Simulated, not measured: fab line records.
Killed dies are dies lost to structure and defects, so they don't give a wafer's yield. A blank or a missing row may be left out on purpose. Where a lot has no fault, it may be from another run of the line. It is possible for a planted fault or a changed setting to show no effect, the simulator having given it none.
Which tool was responsible? -- flow nand harc -- 33 wafers from 11 lots sampled at 4 of the route's 1159 steps

== WHAT THE GAUGES SHOWED, per wafer ==
NHARC_A_CHANNEL_HOLE_D1_INSPECT_40.
lot,measured,on,raw defect count
L250,day 9 01:36,defect inspect-01,52 43 54
L252,day 9 07:40,defect inspect-01,55 69 60
L254,day 9 17:08,defect inspect-02,37 56 59
L257,day 10 03:05,defect inspect-02,41 63 39
L256,day 10 07:06,defect inspect-01,58 47 44
L258,day 11 01:06,defect inspect-01,70 69 56
L259,day 11 01:06,defect inspect-01,46 36 36
L260,day 11 19:07,defect inspect-02,49 57 52
L264,day 12 05:55,defect inspect-01,61 65 1151
L269,day 13 08:57,defect inspect-02,69 60 80
L267,day 13 09:10,defect inspect-01,1128 48 1144

== WHICH TOOL RAN EACH LOT (tool, then ch and the chambers of the sampled wafers, then the start) ==
lot,NHARC_A_CHANNEL_HOLE_D1_ETCH_34,NHARC_A_CHANNEL_HOLE_D1_ETCH_19,NHARC_A_CHANNEL_HOLE_D1_ETCH_25
L250,"rie diel-05 ch 0,1,3, day 8 19:53 or earlier","har etch-02 ch 0,1, day 8 19:53","har etch-02 ch 0,1, day 8 22:47"
L252,"rie diel-10 ch 0,1,2, day 9 01:58 or earlier","har etch-01 ch 0,1, day 9 01:58","har etch-01 ch 0,1, day 9 04:58"
L254,"rie diel-10 ch 0,1,3, day 9 11:25 or earlier","har etch-02 ch 0,1, day 9 11:25","har etch-02 ch 0,1, day 9 14:19"
L257,"rie diel-05 ch 1,2,3, day 9 21:14 or earlier","har etch-02 ch 0,1, day 9 21:14","har etch-02 ch 0,1, day 10 00:15"
L256,"rie diel-05 ch 1,2,3, day 10 01:22 or earlier","har etch-02 ch 0, day 10 01:22","har etch-02 ch 0, day 10 04:17"
L258,"rie diel-11 ch 0,2,3, day 10 19:13 or earlier","har etch-01 ch 0,1, day 10 19:13","har etch-01 ch 0,1, day 10 22:09"
L259,"rie diel-05 ch 1,2,3, day 10 19:23 or earlier","har etch-02 ch 0,1, day 10 19:23","har etch-02 ch 0,1, day 10 22:18"
L260,"rie diel-10 ch 0,1,2, day 11 13:05 or earlier","har etch-01 ch 0,1, day 11 13:05","har etch-01 ch 0,1, day 11 16:07"
L264,"rie diel-11 ch 1,2,3, day 11 23:43 or earlier","har etch-02 ch 0,1, day 11 23:43","har etch-02 ch 0,1, day 12 02:36"
L269,"rie diel-05 ch 1,2,3, day 13 03:15 or earlier","har etch-01 ch 0,1, day 13 03:15","har etch-01 ch 0,1, day 13 06:08"
L267,"rie diel-10 ch 1,2,3, day 13 03:31 or earlier","har etch-02 ch 0,1, day 13 03:31","har etch-02 ch 0,1, day 13 06:48"
- NHARC_A_CHANNEL_HOLE_D1_ETCH_34: etches the open film in CF4/CHF3, target depth 154 nm, time 77 s.
- NHARC_A_CHANNEL_HOLE_D1_ETCH_19: etches the open film in C4F8/O2/Ar, time 34.5 s.
- NHARC_A_CHANNEL_HOLE_D1_ETCH_25: etches the open film in C4F8/O2/Ar, time 1040.2 s, target depth 1500 nm.

== THE ANSWER, worked out from the rows above alone ==
Rule: the lots themselves supply what counts as usual. Put in order of their means at a reading, lots are off if they are a third of the lots or fewer, leave a main group of 4 or more, and stand apart from it by a gap of 3 or more times the standard deviation of the main group's means; of several such gaps the widest counts. The tables above print the reading to a certain number of digits; a main group whose means all agree to those digits is not used. A lot without any number at a reading at which 4 lots or more have one is off too. All remaining lots with rows at the step are treated as sound.
Off: L264, L267 (NHARC_A_CHANNEL_HOLE_D1_INSPECT_40, raw defect count). Mean 54 and standard deviation 9 in the main group.
A tool fits if, at a process step before that reading, it ran every lot that is off, and no sound lot after the first of them. Those tools and the gauges at NHARC_A_CHANNEL_HOLE_D1_INSPECT_40 are tried in the same way. With no start given for some of its lots, NHARC_A_CHANNEL_HOLE_D1_ETCH_34 uses the hours and lot order of NHARC_A_CHANNEL_HOLE_D1_ETCH_19. Undecided on this evidence; 2 tools fit (har etch-02 at NHARC_A_CHANNEL_HOLE_D1_ETCH_19 and NHARC_A_CHANNEL_HOLE_D1_ETCH_25, defect inspect-01 at NHARC_A_CHANNEL_HOLE_D1_INSPECT_40).

== WHAT HAD BEEN PUT IN BY THE SIMULATOR ==
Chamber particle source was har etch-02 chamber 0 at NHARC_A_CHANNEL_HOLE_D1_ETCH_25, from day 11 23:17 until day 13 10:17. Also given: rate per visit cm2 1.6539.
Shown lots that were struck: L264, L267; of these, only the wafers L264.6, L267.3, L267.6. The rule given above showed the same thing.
